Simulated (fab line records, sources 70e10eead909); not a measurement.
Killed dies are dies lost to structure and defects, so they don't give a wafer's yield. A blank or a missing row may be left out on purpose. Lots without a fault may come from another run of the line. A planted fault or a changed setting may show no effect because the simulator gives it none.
One fault seen from 3 desks | flow nand_harc | each desk has only its own numbers; what lay behind them comes last

THE METROLOGY DESK
What the gauges read, lot by lot, whatever tool the lot ran on: means of the sampled wafers that have a number. A lot is out of limits, marked OUT, if its mean lies more than 4 standard deviations from the usual mean; the brackets give that distance.
Columns: A = thk_nm at NHARC_A_ONON_D1_THK_MEAS_05, usual 1001 nm; B = thk_nm at NHARC_A_ONON_D1_THK_MEAS_34, usual 201.0 nm
lot  | first seen here | A    | B
L585 | day 8 13:58     | 997  | 200.6
L586 | day 8 20:05     | 994  | 201.4
L587 | day 9 15:47     | 1012 | 201.5
L591 | day 11 02:32    | 989  | 200.0
L592 | day 11 06:29    | 1008 | 200.5
L593 | day 12 01:47    | 1004 | 202.7
L594 | day 12 06:04    | 1004 | 202.7
L595 | day 13 00:49    | 1009 | 200.5
L597 | day 13 21:47    | 988  | 201.5
L603 | day 15 23:28    | 1001 | 173.3 (-9.6) OUT
L605 | day 16 21:44    | 991  | 184.5 (-5.7) OUT
L606 | day 17 06:07    | 985  | 198.9
This desk's finding: out of limits on L603, L605; first on L603, day 16 15:47 (thk_nm at NHARC_A_ONON_D1_THK_MEAS_34). In limits: L585, L586, L587, L591, L592, L593, L594, L595, L597, L606.

THE TOOL OWNER'S DESK: pecvd-01
The tool's own readings at NHARC_A_ONON_D1_DEP_33 (deposits SiO2, target thk 200 nm): means of the sampled wafers that have a number, for each lot that ran on this tool. A lot is out of limits, marked OUT, if its mean lies more than 4 standard deviations from the usual mean; the brackets give that distance.
Columns: A = heater_power_w at NHARC_A_ONON_D1_DEP_33, usual 533 W; B = mfc_precursor_sccm at NHARC_A_ONON_D1_DEP_33, usual 161.4 sccm; C = throttle_valve_pct at NHARC_A_ONON_D1_DEP_33, usual 15.8 %
lot  | first seen here | A   | B               | C
L585 | day 9 01:41     | 506 | 161.8           | 15.9
L593 | day 12 14:07    | 502 | 160.9           | 16.2
L594 | day 12 17:58    | 631 | 161.2           | 16.6
L603 | day 16 15:28    | 589 | 139.8 (-44) OUT | 16.0
L605 | day 17 11:39    | 602 | 150.3 (-23) OUT | 15.8
This desk's finding: out of limits on L603, L605; first on L603, day 16 15:28 (mfc_precursor_sccm at NHARC_A_ONON_D1_DEP_33). In limits: L585, L593, L594.

THE DEFECT DESK
What the inspections along the route counted, lot by lot: means of the sampled wafers that have a number. A lot is out of limits, marked OUT, if its mean lies more than 4 standard deviations from the usual mean; the brackets give that distance.
Columns: A = raw_defect_count at NHARC_A_ONON_D1_INSPECT_32, usual 72
lot  | first seen here | A
L585 | day 9 02:08     | 59
L586 | day 9 12:04     | 151
L587 | day 10 04:07    | 78
L591 | day 11 18:27    | 51
L592 | day 11 18:27    | 90
L593 | day 12 14:34    | 44
L594 | day 12 18:22    | 68
L595 | day 13 13:05    | 112
L597 | day 14 15:07    | 74
L603 | day 16 15:51    | 71
L605 | day 17 12:08    | 79
L606 | day 17 18:27    | 51
This desk's finding: nothing out of limits on any of the 12 lots.

PUT TOGETHER
The tool owner's desk could have raised an alarm at day 16 15:28, on L603, L605.
The metrology desk could have raised an alarm at day 16 15:47, on L603, L605.
The defect desk saw nothing out of limits.
The defect desk has L603, L605 on record, within its limits.
Of the lots named, all ran NHARC_A_ONON_D1_DEP_33 on pecvd-01.

WHAT THE SIMULATOR HAD PUT IN
Process parameter drift: pecvd-01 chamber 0, from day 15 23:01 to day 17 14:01, at NHARC_A_ONON_D1_DEP_33. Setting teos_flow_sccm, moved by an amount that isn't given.
Lots struck among those shown: L603, L605.
Hours from the fault's start to each desk's first reading out of limits: the tool owner's desk, 16; the metrology desk, 17.
